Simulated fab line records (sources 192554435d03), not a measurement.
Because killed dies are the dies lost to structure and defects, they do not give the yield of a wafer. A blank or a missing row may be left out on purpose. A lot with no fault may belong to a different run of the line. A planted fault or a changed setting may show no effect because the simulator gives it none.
The tool behind it: which one? :: flow n5Finfet :: 29 wafers from 10 lots sampled at 5 of the route's 1938 steps

WHAT EACH GAUGE READ, for each wafer
N5_SDB_INSPECT_36: inspects for defects (darkfield). Usual: rawDefectCount reads 38 (standard deviation 19).
lot: L341
measured: day 4 10:28
on: defectInspect-01
rawDefectCount: 22 40 44
flag: 

lot: L342
measured: day 4 12:50
on: defectInspect-01
rawDefectCount: 38 29 76
flag: 

lot: L343
measured: day 4 12:56
on: defectInspect-01
rawDefectCount: 36 35 34
flag: 

lot: L347
measured: day 5 11:47
on: defectInspect-01
rawDefectCount: 32 33 53
flag: 

lot: L349
measured: day 6 01:07
on: defectInspect-01
rawDefectCount: 30 19 22
flag: 

lot: L352
measured: day 6 18:10
on: defectInspect-01
rawDefectCount: 16 15 21
flag: 

lot: L353
measured: day 7 02:41
on: defectInspect-02
rawDefectCount: 37 28 31
flag: 

lot: L357
measured: day 7 23:36
on: defectInspect-01
rawDefectCount: 67 41
flag: 

lot: L360
measured: day 8 20:29
on: defectInspect-02
rawDefectCount: 70 80 95
flag: 

lot: L363
measured: day 9 12:02
on: defectInspect-01
rawDefectCount: 21 11 21
flag: 

N5_HKMG_FIN_CD_MEAS_49: the cd target is 202 nm. Usual: cdNm reads 202.3 nm (standard deviation 0.61).
lot: L341
measured: day 4 12:00
on: cdSem-01
cdNm (nm): 203.0 203.2 201.8
flag: 

lot: L342
measured: day 4 14:33
on: cdSem-01
cdNm (nm): 201.8 202.7 201.8
flag: 

lot: L343
measured: day 4 14:44
on: cdSem-02
cdNm (nm): 201.9 202.2 201.3
flag: 

lot: L347
measured: day 5 13:51
on: cdSem-03
cdNm (nm): 202.4 202.4 202.2
flag: 

lot: L349
measured: day 6 02:52
on: cdSem-02
cdNm (nm): 201.4 203.0 202.1
flag: 

lot: L352
measured: day 6 19:58
on: cdSem-03
cdNm (nm): 203.2 201.7 202.9
flag: 

lot: L353
measured: day 7 04:18
on: cdSem-03
cdNm (nm): 202.1 202.8 202.6
flag: 

lot: L357
measured: day 8 01:11
on: cdSem-01
cdNm (nm): 202.7 202.8
flag: 

lot: L360
measured: day 8 22:07
on: cdSem-02
cdNm (nm): 202.6 201.9 201.6
flag: 

lot: L363
measured: day 9 13:35
on: cdSem-03
cdNm (nm): 202.0 202.6 202.7
flag: 

N5_BEOL_M4_RC_MEAS_101. Usual: DIBL_N 36.0 mV/V, standard deviation 1.7; DIBL_P 36.2 mV/V, standard deviation 1.9; IOFF_N 0.154 nA/um, standard deviation 0.028; IOFF_P 0.21 nA/um, standard deviation 0.036; ION_N 675 uA/um, standard deviation 11; ION_P 463 uA/um, standard deviation 8.3; SS_N 71.4 mV/dec, standard deviation 0.63; SS_P 73.2 mV/dec, standard deviation 0.55; VT_N 250.2 mV, standard deviation 3; VT_P -251 mV, standard deviation 3.7.
lot: L341
measured: day 9 00:48
on: prober-02
DIBL_N (mV/V): 37.5 34.2 36.4
DIBL_P (mV/V): 37.4 33.4 35.8
IOFF_N (nA/um): 0.178 0.133 0.157
IOFF_P (nA/um): 0.29 0.23 0.26
ION_N (uA/um): 673 672 666
ION_P (uA/um): 469 475 468
SS_N (mV/dec): 71.7 70.0 71.2
SS_P (mV/dec): 73.6 73.3 73.5
VT_N (mV): 248.0 251.1 253.0
VT_P (mV): -242 -245 -243
flag: 

lot: L342
measured: day 9 05:26
on: prober-01
DIBL_N (mV/V): 35.0 38.3 39.0
DIBL_P (mV/V): 33.2 38.5 38.7
IOFF_N (nA/um): 0.116 0.186 0.196
IOFF_P (nA/um): 0.17 0.26 0.26
ION_N (uA/um): 670 688 700
ION_P (uA/um): 455 474 477
SS_N (mV/dec): 71.2 72.9 72.4
SS_P (mV/dec): 73.0 73.9 73.9
VT_N (mV): 252.2 245.6 245.2
VT_P (mV): -252 -247 -246
flag: 

lot: L343
measured: day 13 19:13
on: prober-01
DIBL_N (mV/V): 34.5 36.8 37.0
DIBL_P (mV/V): 35.1 38.3 39.3
IOFF_N (nA/um): 0.143 0.181 0.202
IOFF_P (nA/um): 0.19 0.23 0.26
ION_N (uA/um): 664 683 688
ION_P (uA/um): 458 470 469
SS_N (mV/dec): 71.8 71.7 72.3
SS_P (mV/dec): 73.2 74.0 73.5
VT_N (mV): 250.0 249.0 244.7
VT_P (mV): -254 -251 -247
flag: 

lot: L347
measured: day 12 00:50
on: prober-02
DIBL_N (mV/V): 34.7 35.7 35.7
DIBL_P (mV/V): 35.6 36.4 36.5
IOFF_N (nA/um): 0.134 0.155 0.146
IOFF_P (nA/um): 0.18 0.20 0.19
ION_N (uA/um): 666 679 674
ION_P (uA/um): 460 461 465
SS_N (mV/dec): 71.4 71.4 71.2
SS_P (mV/dec): 72.7 72.8 72.5
VT_N (mV): 252.2 248.9 249.6
VT_P (mV): -252 -251 -251
flag: 

lot: L349
measured: day 12 12:19
on: prober-01
DIBL_N (mV/V): 32.5 35.8 33.1
DIBL_P (mV/V): 32.9 37.7 34.8
IOFF_N (nA/um): 0.102 0.158 0.113
IOFF_P (nA/um): 0.15 0.21 0.17
ION_N (uA/um): 657 673 662
ION_P (uA/um): 452 465 463
SS_N (mV/dec): 70.8 71.1 70.6
SS_P (mV/dec): 71.7 73.0 72.3
VT_N (mV): 255.7 249.3 252.1
VT_P (mV): -254 -248 -254
flag: 

lot: L352
measured: day 13 09:31
on: prober-01
DIBL_N (mV/V): 38.1 36.0 37.3
DIBL_P (mV/V): 39.2 36.2 37.9
IOFF_N (nA/um): 0.194 0.148 0.170
IOFF_P (nA/um): 0.22 0.17 0.20
ION_N (uA/um): 699 669 677
ION_P (uA/um): 468 449 454
SS_N (mV/dec): 71.7 71.4 71.6
SS_P (mV/dec): 73.8 73.2 73.6
VT_N (mV): 248.7 251.7 249.3
VT_P (mV): -251 -256 -255
flag: 

lot: L353
measured: day 13 12:22
on: prober-02
DIBL_N (mV/V): 35.6 37.3 38.7
DIBL_P (mV/V): 36.0 38.0 38.1
IOFF_N (nA/um): 0.124 0.157 0.185
IOFF_P (nA/um): 0.18 0.21 0.22
ION_N (uA/um): 651 668 668
ION_P (uA/um): 450 456 457
SS_N (mV/dec): 71.6 72.5 72.8
SS_P (mV/dec): 72.4 72.9 73.2
VT_N (mV): 252.7 251.6 248.1
VT_P (mV): -252 -251 -249
flag: 

lot: L357
measured: day 14 04:01
on: prober-01
DIBL_N (mV/V): 35.8 34.4
DIBL_P (mV/V): 35.0 34.3
IOFF_N (nA/um): 0.147 0.138
IOFF_P (nA/um): 0.18 0.18
ION_N (uA/um): 667 684
ION_P (uA/um): 456 466
SS_N (mV/dec): 71.2 71.4
SS_P (mV/dec): 73.4 73.2
VT_N (mV): 253.0 249.5
VT_P (mV): -254 -255
flag: 

lot: L360
measured: day 15 04:00
on: prober-01
DIBL_N (mV/V): 35.2 33.8 36.6
DIBL_P (mV/V): 32.4 32.5 35.7
IOFF_N (nA/um): 0.128 0.107 0.150
IOFF_P (nA/um): 0.17 0.17 0.22
ION_N (uA/um): 662 669 673
ION_P (uA/um): 459 462 466
SS_N (mV/dec): 70.8 70.2 71.1
SS_P (mV/dec): 72.1 72.8 72.9
VT_N (mV): 256.1 258.0 251.3
VT_P (mV): -253 -255 -248
flag: 

lot: L363
measured: day 15 08:19
on: prober-01
DIBL_N (mV/V): 36.7 37.2 36.0
DIBL_P (mV/V): 35.6 37.2 34.8
IOFF_N (nA/um): 0.158 0.174 0.164
IOFF_P (nA/um): 0.24 0.26 0.23
ION_N (uA/um): 666 677 686
ION_P (uA/um): 465 471 477
SS_N (mV/dec): 71.5 71.2 71.5
SS_P (mV/dec): 73.4 73.7 73.0
VT_N (mV): 252.7 247.7 248.4
VT_P (mV): -247 -243 -247
flag: 

TOOL THAT RAN EACH LOT (tool first, then ch and the chambers of the sampled wafers, then the start)
lot: L341
N5_HKMG_FIN_ETCH_55: rieDiel-03 ch 2,3, day 4 12:15
N5_HKMG_FIN_ALD_79: aldMetal-02 ch 0,1,3, day 4 13:34

lot: L342
N5_HKMG_FIN_ETCH_55: rieDiel-01 ch 0,1,3, day 4 14:44
N5_HKMG_FIN_ALD_79: aldMetal-04 ch 0,1, day 4 16:00

lot: L343
N5_HKMG_FIN_ETCH_55: rieDiel-03 ch 0,1,3, day 4 14:55
N5_HKMG_FIN_ALD_79: aldMetal-02 ch 0,1,3, day 4 16:11

lot: L347
N5_HKMG_FIN_ETCH_55: rieDiel-05 ch 0,1,3, day 5 14:02
N5_HKMG_FIN_ALD_79: aldMetal-04 ch 0,1,3, day 5 15:18

lot: L349
N5_HKMG_FIN_ETCH_55: rieDiel-01 ch 0,2,3, day 6 03:03
N5_HKMG_FIN_ALD_79: aldMetal-02 ch 0,2,3, day 6 04:20

lot: L352
N5_HKMG_FIN_ETCH_55: rieDiel-05 ch 1,2, day 6 20:23
N5_HKMG_FIN_ALD_79: aldMetal-02 ch 0,2,3, day 6 21:40

lot: L353
N5_HKMG_FIN_ETCH_55: rieDiel-01 ch 1,3, day 7 04:29
N5_HKMG_FIN_ALD_79: aldMetal-04 ch 1,2, day 7 05:46

lot: L357
N5_HKMG_FIN_ETCH_55: rieDiel-01 ch 0,3, day 8 01:25
N5_HKMG_FIN_ALD_79: aldMetal-04 ch 0,3, day 8 02:41

lot: L360
N5_HKMG_FIN_ETCH_55: rieDiel-01 ch 0,1,2, day 8 22:33
N5_HKMG_FIN_ALD_79: aldMetal-02 ch 0,1,3, day 8 23:49

lot: L363
N5_HKMG_FIN_ETCH_55: rieDiel-05 ch 2,3, day 9 13:46
N5_HKMG_FIN_ALD_79: aldMetal-02 ch 0,2, day 9 15:02
- N5_HKMG_FIN_ETCH_55: etches SOC in N2/H2, target depth 240 nm, time 300 s.
- N5_HKMG_FIN_ALD_79: deposits TiN, target thk 1.5 nm, pulse time 1 s, purge time 3 s.

AS READ BY THE TOOLS THEMSELVES (means over the sampled wafers that have a number; for cases with no such wafer, the mark the record gives instead)
N5_HKMG_FIN_ETCH_55. Usual: drypumpMotorCurrentA 5.8 A, standard deviation 0.48; oesProductAu 0.81 a.u., standard deviation 0.084; rfVppV 523.6 V, standard deviation 2.7; showerheadPlenumPTorr 2.53 Torr, standard deviation 0.097; throttleValvePct 17.78 %, standard deviation 0.23.
lot: L341
tool: rieDiel-03
drypumpMotorCurrentA (A): 6.3
oesProductAu (a.u.): 0.85
rfVppV (V): 526.5
showerheadPlenumPTorr (Torr): 2.61
throttleValvePct (%): 17.99
flag: 

lot: L342
tool: rieDiel-01
drypumpMotorCurrentA (A): 5.9
oesProductAu (a.u.): 0.83
rfVppV (V): 520.6
showerheadPlenumPTorr (Torr): 2.43
throttleValvePct (%): 17.58
flag: 

lot: L343
tool: rieDiel-03
drypumpMotorCurrentA (A): 6.0
oesProductAu (a.u.): 0.85
rfVppV (V): 525.3
showerheadPlenumPTorr (Torr): 2.57
throttleValvePct (%): 17.94
flag: 

lot: L347
tool: rieDiel-05
drypumpMotorCurrentA (A): 5.7
oesProductAu (a.u.): 0.75
rfVppV (V): 523.5
showerheadPlenumPTorr (Torr): 2.52
throttleValvePct (%): 17.78
flag: 

lot: L349
tool: rieDiel-01
drypumpMotorCurrentA (A): 5.6
oesProductAu (a.u.): 0.76
rfVppV (V): 521.6
showerheadPlenumPTorr (Torr): 2.46
throttleValvePct (%): 17.73
flag: 

lot: L352
tool: rieDiel-05
drypumpMotorCurrentA (A): 5.8
oesProductAu (a.u.): 0.84
rfVppV (V): 524.9
showerheadPlenumPTorr (Torr): 2.59
throttleValvePct (%): 17.82
flag: 

lot: L353
tool: rieDiel-01
drypumpMotorCurrentA (A): 5.6
oesProductAu (a.u.): 0.80
rfVppV (V): 519.0
showerheadPlenumPTorr (Torr): 2.38
throttleValvePct (%): 17.52
flag: 

lot: L357
tool: rieDiel-01
drypumpMotorCurrentA (A): 5.7
oesProductAu (a.u.): 0.93
rfVppV (V): 519.2
showerheadPlenumPTorr (Torr): 2.38
throttleValvePct (%): 17.70
flag: 

lot: L360
tool: rieDiel-01
drypumpMotorCurrentA (A): 6.0
oesProductAu (a.u.): 0.99
rfVppV (V): 522.5
showerheadPlenumPTorr (Torr): 2.52
throttleValvePct (%): 17.83
flag: 

lot: L363
tool: rieDiel-05
drypumpMotorCurrentA (A): 5.6
oesProductAu (a.u.): 0.87
rfVppV (V): 524.5
showerheadPlenumPTorr (Torr): 2.53
throttleValvePct (%): 17.58
flag: 

N5_HKMG_FIN_ALD_79. Usual: heaterPowerW 877 W, standard deviation 92; precursorPulseHeightRel 0.997, standard deviation 0.02.
lot: L341
tool: aldMetal-02
heaterPowerW (W): 953
precursorPulseHeightRel: 1.003
flag: 

lot: L342
tool: aldMetal-04
heaterPowerW (W): 847
precursorPulseHeightRel: 0.978
flag: 

lot: L343
tool: aldMetal-02
heaterPowerW (W): 970
precursorPulseHeightRel: 1.004
flag: 

lot: L347
tool: aldMetal-04
heaterPowerW (W): 844
precursorPulseHeightRel: 1.021
flag: 

lot: L349
tool: aldMetal-02
heaterPowerW (W): 943
precursorPulseHeightRel: 1.014
flag: 

lot: L352
tool: aldMetal-02
heaterPowerW (W): 930
precursorPulseHeightRel: 0.988
flag: 

lot: L353
tool: aldMetal-04
heaterPowerW (W): 812
precursorPulseHeightRel: 1.020
flag: 

lot: L357
tool: aldMetal-04
heaterPowerW (W): 852
precursorPulseHeightRel: 0.998
flag: 

lot: L360
tool: aldMetal-02
heaterPowerW (W): 956
precursorPulseHeightRel: 0.996
flag: 

lot: L363
tool: aldMetal-02
heaterPowerW (W): 924
precursorPulseHeightRel: 0.990
flag: 

THE ANSWER, worked out from the rows above alone
Rule: lot off if the mean of its wafers having a number is beyond 3 standard deviations from the usual mean. A lot without any number at a reading at which 4 lots or more have one is off too. The other lots that the step has rows for count as sound. The gauges are gone through in route order, then the tools' own readings, and for those a lot's mean is taken as printed above. The first step at which some lot is off is used, and at that step the reading that is off furthest; a lot without a number counts as furthest.
No lot is off on any of the readings shown, so nothing can be concluded from this.

WHAT WAS PUT IN BY THE SIMULATOR
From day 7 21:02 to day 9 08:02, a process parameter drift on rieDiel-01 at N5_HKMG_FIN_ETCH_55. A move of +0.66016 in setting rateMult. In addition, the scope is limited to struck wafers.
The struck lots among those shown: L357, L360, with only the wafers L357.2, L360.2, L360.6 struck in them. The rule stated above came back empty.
